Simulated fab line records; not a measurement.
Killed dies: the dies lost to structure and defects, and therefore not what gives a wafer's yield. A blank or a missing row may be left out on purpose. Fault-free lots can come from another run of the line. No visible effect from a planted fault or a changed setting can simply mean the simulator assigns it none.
fab line records | flow nand_harc
record: lots: 6 wafers: 18 last_day: 33
route steps=1302 shown A_CONTACT@1006
lots that met no fault: from a run of the same line without faults
start_h: hours from the record's first day to the start of the lot's first wafer shown | wait_h: hours since the lot's step before | " the same as in the row above | L1.1+2: several wafers, shown together as one row | - either no value or no given start | * or withheld: withheld | < > ~ a bound
route shown NAME@n: NAME is a module with steps in the file, n the number in the route of the first one | usual: mean/standard deviation of fault-free wafers | same: alike in all rows | chamber/n: place in a boat | sites: per-site readings | _std_site: the values' standard deviation | _edge_site: the outer-site mean with the inner-site mean subtracted | radius_mm: for every site, how far away it sits from the centre of the wafer | mask NAME#n: copy n | behind: the most recent tool/chamber to have shaped the wafer | hold: why the lot was held/for how many hours/how that ended | device: transistor that didn't switch, given as n, p or np | end of line: the tests these same wafers got at the end of their route | for a step that has no rows: nothing shown but its recipe | killed: dies lost to structure and defects at the first sort, not the wafer's yield | map: the dies of a wafer, with x for killed, . for not killed, _ for no die there
set.NAME: the setting the step ran with; set.NAME@STEP: the setting that earlier step ran with | model.NAME: the simulator's own value behind a step, which no gauge read
lots at some steps of the route; a table a step, a row a wafer
services: when a tool's chamber went out of use (start_h, in hours from the record's first day, below 0 if earlier), for how many hours, and the reason
== steps ==
step: NHARC_A_CONTACT_ETCH_112
recipe: source_w: withheld pressure_mtorr: 20 bias_v: 3000 time_s: 190 target_depth_a: 18500 ar_flow_sccm: withheld c4f8_flow_sccm: withheld o2_flow_sccm: withheld chemistry: C4F8/O2/Ar
step: NHARC_A_CONTACT_ETCH_113
recipe: source_w: withheld pressure_mtorr: 20 bias_v: 3000 time_s: 190 target_depth_a: 18500 ar_flow_sccm: withheld c4f8_flow_sccm: withheld o2_flow_sccm: withheld chemistry: C4F8/O2/Ar
usual: run_length_s: 190/0
columns lot.wafer tool chamber start_h wait_h rf_hours_counter_h run_length_s
L421.1 har_cap_etch-03 1 510.92 0.1 38 190
L421.3 " 1 " " - 190
L421.5 " 0 " " - 190
L426.1 har_cap_etch-02 1 567.92 0.1 95 190
L426.3 " 1 " " - 190
L426.5 " 1 " " - 190
L429.2 har_cap_etch-02 0 590.81 0.1 100 190
L429.1 " 1 " " 100 190
L429.6 " 0 " " - 190
L436.1 har_cap_etch-01 1 673.83 0.1 30 190
L436.3 " 1 " " - 190
L436.5 " 1 " " - 190
L438.3 har_cap_etch-02 1 680.21 0.1 - 190
L438.6 " 1 " " - 190
L438.5 " 0 " " - 190
L442.2 har_cap_etch-03 1 729.14 0.1 79 190
L442.1 " 0 " " 79 190
L442.6 " 1 " " - 190
step: NHARC_A_CONTACT_ETCH_114
recipe: source_w: withheld pressure_mtorr: 20 bias_v: 3000 time_s: 190 target_depth_a: 18500 ar_flow_sccm: withheld c4f8_flow_sccm: withheld o2_flow_sccm: withheld chemistry: C4F8/O2/Ar
step: NHARC_A_CONTACT_ETCH_115
recipe: source_w: withheld pressure_mtorr: 20 bias_v: 3000 time_s: 190 target_depth_a: 18500 ar_flow_sccm: withheld c4f8_flow_sccm: withheld o2_flow_sccm: withheld chemistry: C4F8/O2/Ar
step: NHARC_A_CONTACT_ETCH_116
recipe: source_w: withheld pressure_mtorr: 20 bias_v: 3000 time_s: 190 target_depth_a: 18500 ar_flow_sccm: withheld c4f8_flow_sccm: withheld o2_flow_sccm: withheld chemistry: C4F8/O2/Ar
usual: run_length_s: 190/0
columns lot.wafer tool chamber start_h wait_h rf_hours_counter_h run_length_s
L421.1 har_cap_etch-03 1 511.43 0.1 39 190
L421.3 " 1 " " - 190
L421.5 " 0 " " - 190
L426.1 har_cap_etch-02 1 568.43 0.1 96 190
L426.3 " 1 " " - 190
L426.5 " 1 " " - 190
L429.2 har_cap_etch-02 0 591.32 0.1 101 190
L429.1 " 1 " " 101 190
L429.6 " 0 " " - 190
L436.1 har_cap_etch-01 1 674.34 0.1 30 190
L436.3 " 1 " " - 190
L436.5 " 1 " " - 190
L438.3 har_cap_etch-02 1 680.72 0.1 - 190
L438.6 " 1 " " - 190
L438.5 " 0 " " - 190
L442.2 har_cap_etch-03 1 729.65 0.1 80 190
L442.1 " 0 " " 80 190
L442.6 " 1 " " - 190
step: NHARC_A_CONTACT_ETCH_117
recipe: source_w: withheld pressure_mtorr: 20 bias_v: 3000 time_s: 190 target_depth_a: 18500 ar_flow_sccm: withheld c4f8_flow_sccm: withheld o2_flow_sccm: withheld chemistry: C4F8/O2/Ar
step: NHARC_A_CONTACT_ETCH_118
recipe: source_w: withheld pressure_mtorr: 20 bias_v: 3000 time_s: 190 target_depth_a: 18500 ar_flow_sccm: withheld c4f8_flow_sccm: withheld o2_flow_sccm: withheld chemistry: C4F8/O2/Ar
step: NHARC_A_CONTACT_ETCH_119
recipe: source_w: withheld pressure_mtorr: 20 bias_v: 3000 time_s: 190 target_depth_a: 18500 ar_flow_sccm: withheld c4f8_flow_sccm: withheld o2_flow_sccm: withheld chemistry: C4F8/O2/Ar
step: NHARC_A_CONTACT_ETCH_120
recipe: source_w: withheld pressure_mtorr: 20 bias_v: 3000 time_s: 190 target_depth_a: 18500 ar_flow_sccm: withheld c4f8_flow_sccm: withheld o2_flow_sccm: withheld chemistry: C4F8/O2/Ar
usual: run_length_s: 190/0
columns lot.wafer tool chamber start_h wait_h rf_hours_counter_h run_length_s
L421.1 har_cap_etch-03 1 512.12 0.1 40 190
L421.3 " 1 " " - 190
L421.5 " 0 " " - 190
L426.1 har_cap_etch-02 1 569.12 0.1 96 190
L426.3 " 1 " " - 190
L426.5 " 1 " " - 190
L429.2 har_cap_etch-02 0 592.00 0.1 101 190
L429.1 " 1 " " 101 190
L429.6 " 0 " " - 190
L436.1 har_cap_etch-01 1 675.03 0.1 31 190
L436.3 " 1 " " - 190
L436.5 " 1 " " - 190
L438.3 har_cap_etch-02 1 681.41 0.1 - 190
L438.6 " 1 " " - 190
L438.5 " 0 " " - 190
L442.2 har_cap_etch-03 1 730.34 0.1 80 190
L442.1 " 0 " " 80 190
L442.6 " 1 " " - 190
step: NHARC_A_CONTACT_ETCH_121
recipe: source_w: withheld pressure_mtorr: 20 bias_v: 3000 time_s: 190 target_depth_a: 18500 ar_flow_sccm: withheld c4f8_flow_sccm: withheld o2_flow_sccm: withheld chemistry: C4F8/O2/Ar
step: NHARC_A_CONTACT_ETCH_122
recipe: source_w: withheld pressure_mtorr: 20 bias_v: 3000 time_s: 190 target_depth_a: 18500 ar_flow_sccm: withheld c4f8_flow_sccm: withheld o2_flow_sccm: withheld chemistry: C4F8/O2/Ar
step: NHARC_A_CONTACT_ETCH_123
recipe: source_w: withheld pressure_mtorr: 20 bias_v: 400 time_s: 490 target_depth_a: 21100 ar_flow_sccm: withheld c4f8_flow_sccm: 11.5 o2_flow_sccm: 7.2 chemistry: C4F8/O2/Ar
usual: run_length_s: 521.5/0.31
columns lot.wafer tool chamber start_h wait_h rf_hours_counter_h run_length_s
L421.1 har_cap_etch-03 1 512.68 0.2 40 522.2
L421.3 " 1 " " - 521.5
L421.5 " 0 " " - 521.4
L426.1 har_cap_etch-02 1 569.69 0.2 97 521.2
L426.3 " 1 " " - 521.6
L426.5 " 1 " " - 521.6
L429.2 har_cap_etch-02 0 592.52 0.1 102 521.4
L429.1 " 1 " " 102 521.5
L429.6 " 0 " " - 521.5
L436.1 har_cap_etch-01 1 675.60 0.2 31 521.2
L436.3 " 1 " " - 521.1
L436.5 " 1 " " - 520.9
L438.3 har_cap_etch-02 1 682.04 0.3 - 521.3
L438.6 " 1 " " - 521.2
L438.5 " 0 " " - 521.5
L442.2 har_cap_etch-03 1 730.85 0.1 81 521.6
L442.1 " 0 " " 81 521.4
L442.6 " 1 " " - 521.9
step: NHARC_A_CONTACT_ETCH_90
recipe: target_depth_a: 400 over_etch_frac: 0.5 time_s: 85.7 ion_energy_ev: 120 ch3f_flow_sccm: 50 o2_flow_sccm: 30 ar_flow_sccm: 200 rf_w: 500 bias_w: 100 chemistry: CH3F/O2
usual: drypump_motor_current_A: 5.8/0.44 oes_product_au: 0.96/0.04 rf_vpp_V: 243.6/1.3 run_length_s: 107.1/0.35 showerhead_plenum_p_Torr: 2.40/0.085 throttle_valve_pct: 20.662/0.0087
columns lot.wafer tool chamber start_h wait_h drypump_motor_current_A oes_product_au rf_hours_counter_h rf_vpp_V run_length_s showerhead_plenum_p_Torr throttle_valve_pct
L421.1 rie_diel-13 1 513.58 0.8 5.4 0.92 49 246.3 107.0 2.60 20.663
L421.3 " 3 " " 6.3 0.93 49 243.9 107.7 2.49 20.663
L421.5 " 0 " " 5.4 0.91 - 245.2 106.5 2.49 20.671
L426.3 rie_diel-12 0 570.60 0.6 5.2 0.92 18 242.9 70.9 2.32 20.650
L426.1 " 2 " " 6.4 0.93 20 242.4 107.3 2.31 20.686
L426.5 " 3 " " 5.7 0.91 - 244.7 107.1 2.50 20.663
L429.1 rie_diel-12 3 593.53 0.8 5.7 0.91 26 245.5 107.0 2.49 20.660
L429.2 " 0 " " 5.1 0.92 25 243.0 71.2 2.31 20.677
L429.6 " 2 " " 6.3 0.92 - 243.1 107.3 2.31 20.668
L436.1 rie_diel-12 1 676.50 0.8 5.8 1.00 8 245.0 107.2 2.36 20.667
L436.3 " 3 " " 5.7 0.99 8 245.5 107.1 2.49 20.662
L436.5 " 1 " " 5.8 1.01 - 242.7 107.3 2.36 20.669
L438.3 rie_diel-12 1 682.88 0.8 5.8 1.01 8 242.7 107.7 2.35 20.663
L438.5 " 2 " " 6.4 1.00 - 241.8 107.3 2.31 20.652
L438.6 " 3 " " 5.7 0.98 - 244.6 107.2 2.49 20.670
L442.2 rie_diel-12 0 731.85 0.9 5.2 0.94 19 241.2 106.8 2.30 20.665
L442.1 " 1 " " 5.8 0.93 19 243.3 107.2 2.35 20.663
L442.6 " 2 " " 6.4 0.92 - 243.4 107.1 2.30 20.655
step: NHARC_A_CONTACT_ETCH_96
recipe: target_depth_a: 200 over_etch_frac: 0.5 time_s: 10 ion_energy_ev: 250 c4f6_flow_sccm: 25 o2_flow_sccm: 20 ar_flow_sccm: 500 rf_w: 600 bias_w: 500 chemistry: C4F6/O2
usual: drypump_motor_current_A: 5.8/0.44 oes_product_au: 0.972/0.028 rf_vpp_V: 545.2/2.9 run_length_s: 31.1/0.31 showerhead_plenum_p_Torr: 3.84/0.13 throttle_valve_pct: 26.904/0.0095
columns lot.wafer tool chamber start_h wait_h drypump_motor_current_A oes_product_au rf_hours_counter_h rf_vpp_V run_length_s showerhead_plenum_p_Torr throttle_valve_pct
L421.1 rie_diel-13 0 - - 5.4 0.942 47 547.9 30.9 3.98 26.895
L421.3 " 3 " " 6.3 0.944 49 547.3 31.6 3.97 26.899
L421.5 " 0 " " 5.4 0.963 - 547.2 30.7 3.98 26.905
L426.1 rie_diel-12 0 570.75 0.1 5.2 0.951 18 542.7 31.4 3.71 26.907
L426.3 " 2 " " 6.4 0.949 20 542.6 31.2 3.70 26.908
L426.5 " 0 " " 5.2 0.949 - 542.6 30.8 3.71 26.907
L429.1 rie_diel-12 0 - - 5.2 0.957 26 541.1 31.3 3.70 26.890
L429.2 " 2 " " 6.4 0.981 27 541.6 31.2 3.70 26.917
L429.6 " 3 " " 5.7 0.949 - 548.0 31.1 3.98 26.901
L436.1 rie_diel-12 3 - - 5.7 0.990 8 546.7 31.4 3.97 26.901
L436.3 " 0 " " 5.2 1.015 8 541.6 30.8 3.70 26.902
L436.5 " 0 " " 5.2 1.022 - 542.0 30.9 3.70 26.876
L438.3 rie_diel-12 0 - - 5.2 1.004 9 543.2 30.8 3.70 26.907
L438.6 " 3 " " 5.6 0.980 - 548.6 31.0 3.97 26.895
L438.5 " 0 " " 5.2 0.996 - 541.8 31.1 3.70 26.898
L442.2 rie_diel-12 2 - - 6.4 0.939 16 541.5 31.0 3.69 26.887
L442.1 " 0 " " 5.2 0.934 19 541.3 31.3 3.69 26.902
L442.6 " 2 " " 6.4 0.941 - 542.2 31.5 3.69 26.892
== services ==
columns tool chamber start_h hours kind
har_cap_etch-01 - 497.00 17.0 pm
rie_diel-12 0 503.40 - clean
rie_diel-12 1 503.40 - clean
rie_diel-12 2 503.40 - clean
rie_diel-12 3 503.40 - clean
rie_diel-13 - 519.01 9.0 pm
rie_diel-12 0 527.96 - clean
rie_diel-12 1 527.96 - clean
rie_diel-12 2 527.96 - clean
rie_diel-12 3 527.96 - clean
rie_diel-12 0 552.46 - clean
rie_diel-12 1 552.46 - clean
rie_diel-12 2 552.46 - clean
rie_diel-12 3 552.46 - clean
rie_diel-12 0 576.96 - clean
rie_diel-12 1 576.96 - clean
rie_diel-12 2 576.96 - clean
rie_diel-12 3 576.96 - clean
rie_diel-12 0 601.87 - clean
rie_diel-12 1 601.87 - clean
rie_diel-12 - 622.40 9.0 pm
rie_diel-13 - 696.01 9.0 pm
rie_diel-12 2 715.95 3.5 repair
rie_diel-13 0 725.05 1.8 repair
== key ==
first_sign: step: NHARC_A_CONTACT_ETCH_90 reading: run_length_s direction: down sigmas: 99+ usual: * struck: *
effect none on later readings
met_at NHARC_A_CONTACT_ETCH_90
struck_wafers L426.3,L429.2
later_rows_left_out L426.3,L429.2
sort_left_out L426.3,L429.2
tester_left_out L426,L429
fault: kind: process_parameter_drift tool: rie_diel-12 chamber: 0 onset_h: 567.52 steps: NHARC_A_CONTACT_ETCH_90 channel: time_s offset: * shape: step end_h: 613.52 acts_in: * stated: *
tester_left_out: of these lots the tester's yield and bins aren't shown, on N5 and GAA mostly nor the transistor test; their killed dies are dies lost to structure and defects alone, not to doping, threshold or leakage, so they don't give the yield
sort_left_out: the simulated sort isn't trusted on such a fault, so these wafers' sort isn't shown, and their yield isn't known
later_rows_left_out: the simulator's readings of these wafers behind a module that went badly wrong aren't trusted and aren't shown, but for the sort
